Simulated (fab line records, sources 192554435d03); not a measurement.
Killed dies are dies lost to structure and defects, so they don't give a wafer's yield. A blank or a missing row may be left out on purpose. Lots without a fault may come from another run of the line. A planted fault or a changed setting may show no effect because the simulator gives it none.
One fault seen from 3 desks | flow n5_finfet | each desk has only its own numbers; what lay behind them comes last

THE METROLOGY DESK
What the gauges read, lot by lot, whatever tool the lot ran on: means of the sampled wafers that have a number. A lot is out of limits, marked OUT, if its mean lies more than 4 standard deviations from the usual mean; the brackets give that distance.
Columns: A = thk_nm at N5_DUMMY_GATE_THK_MEAS_05, usual 72.5 nm; B = cd_nm at N5_DUMMY_GATE_CD_MEAS_15, usual 25.07 nm; C = GATE_OVL at N5_DUMMY_GATE_OVL_MEAS_16, usual 0.5 nm; D = cd_nm at N5_DUMMY_GATE_CD_MEAS_50, usual 14.0 nm; E = cd_nm at N5_DUMMY_GATE_CD_MEAS_24, usual 14.9 nm
lot  | first seen here | A    | B     | C   | D    | E
L449 | day 3 22:53     | 72.5 | 25.21 | 1.6 | 13.4 | 14.6
L453 | day 5 02:27     | 72.3 | 25.33 | 0.6 | 14.2 | 14.8
L456 | day 5 17:33     | 72.3 | 25.23 | 0.5 | 13.6 | 14.9
L465 | day 7 22:19     | 73.5 | 25.13 | 0.3 | 13.9 | 14.9
L467 | day 8 11:06     | 73.8 | 25.13 | 1.7 | 14.6 | 15.4
This desk's finding: nothing out of limits on any of the 5 lots.

THE DEFECT DESK
What the inspections along the route counted, lot by lot: means of the sampled wafers that have a number. A lot is out of limits, marked OUT, if its mean lies more than 4 standard deviations from the usual mean; the brackets give that distance.
Columns: A = raw_defect_count at N5_STI_FIN_REVEAL_INSPECT_13, usual 13; B = raw_defect_count at N5_DUMMY_GATE_INSPECT_17, usual 200
lot  | first seen here | A  | B
L449 | day 3 18:43     | 11 | 197
L453 | day 4 21:12     | 13 | 191
L456 | day 5 13:22     | 15 | 168
L465 | day 7 18:08     | 15 | 255
L467 | day 8 06:55     | 10 | 184
This desk's finding: nothing out of limits on any of the 5 lots.

THE TOOL OWNER'S DESK: pecvd-04
The tool's own readings at N5_DUMMY_GATE_PECVD_30 (deposits SiO2 from TEOS/O2, target thk 55 nm, time 10.8 s): means of the sampled wafers that have a number, for each lot that ran on this tool. A lot is out of limits, marked OUT, if its mean lies more than 4 standard deviations from the usual mean; the brackets give that distance.
Columns: A = chamber_pressure_Torr at N5_DUMMY_GATE_PECVD_30, usual 6.500 Torr
lot  | first seen here | A
L453 | day 5 06:25     | 6.507
L456 | day 5 21:31     | 6.495
This desk's finding: nothing out of limits on any of the 2 lots.

PUT TOGETHER
The metrology desk saw nothing out of limits.
The defect desk saw nothing out of limits.
The tool owner's desk saw nothing out of limits.

WHAT THE SIMULATOR HAD PUT IN
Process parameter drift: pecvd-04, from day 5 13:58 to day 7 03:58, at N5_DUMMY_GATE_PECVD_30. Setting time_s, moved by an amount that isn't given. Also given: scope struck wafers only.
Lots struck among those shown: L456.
